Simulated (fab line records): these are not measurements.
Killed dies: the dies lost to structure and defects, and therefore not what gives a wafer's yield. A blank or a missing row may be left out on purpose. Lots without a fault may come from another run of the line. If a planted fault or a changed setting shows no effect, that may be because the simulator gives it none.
Matching of chambers | flow n5Finfet | N5_STI_FIN_REVEAL_ALD_14 on aldSin-03 has 4 sister chambers
The step deposits Si3N4, target thk 3 nm. 4 wafers are shown with their chamber, then 8 later ones without.

== WAFERS, EACH WITH ITS CHAMBER ==
wafer  | chamber | heaterPowerW (W)
L085.4 | 3       | 819
L088.4 | 0       | 895
L088.5 | 2       | 924
L089.1 | 1       | 890

== WAFERS MISSING THEIR CHAMBER ==
wafer  | heaterPowerW (W)
L089.3 | 953
L089.4 | 797
L094.1 | 910
L094.2 | 787
L094.6 | 897
L097.4 | 949
L097.5 | 900
L097.6 | 876

== CHAMBER TAKEN BY EACH ==
wafer  | from the rows above          | in truth
L089.3 | can't be placed: 2 or 0 or 1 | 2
L089.4 | 3                            | 3
L094.1 | can't be placed: 2 or 0 or 1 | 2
L094.2 | 3                            | 3
L094.6 | can't be placed: 0 or 1 or 2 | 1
L097.4 | can't be placed: 2 or 0 or 1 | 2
L097.5 | can't be placed: 0 or 1 or 2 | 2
L097.6 | can't be placed: 1 or 0 or 2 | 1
2 of 8 placed correctly. From these rows, 6 cannot be placed; in 6 the true chamber is one of the candidates. Wrongly placed: 0.
How it was worked out, from the rows above alone: a wafer's distance from a chamber is the root of the sum, over the readings, of the square of ((its reading less the chamber's mean) divided by the reading's scatter). If the next closest chamber is less than 2 further off than the closest, the wafer can't be placed; otherwise it belongs to the closest. The mean given for a chamber averages the wafers shown for that chamber. The scatter (one wafer shown for each chamber): square how far every hidden wafer sits from the nearest shown wafer, average those squares and take the square root.
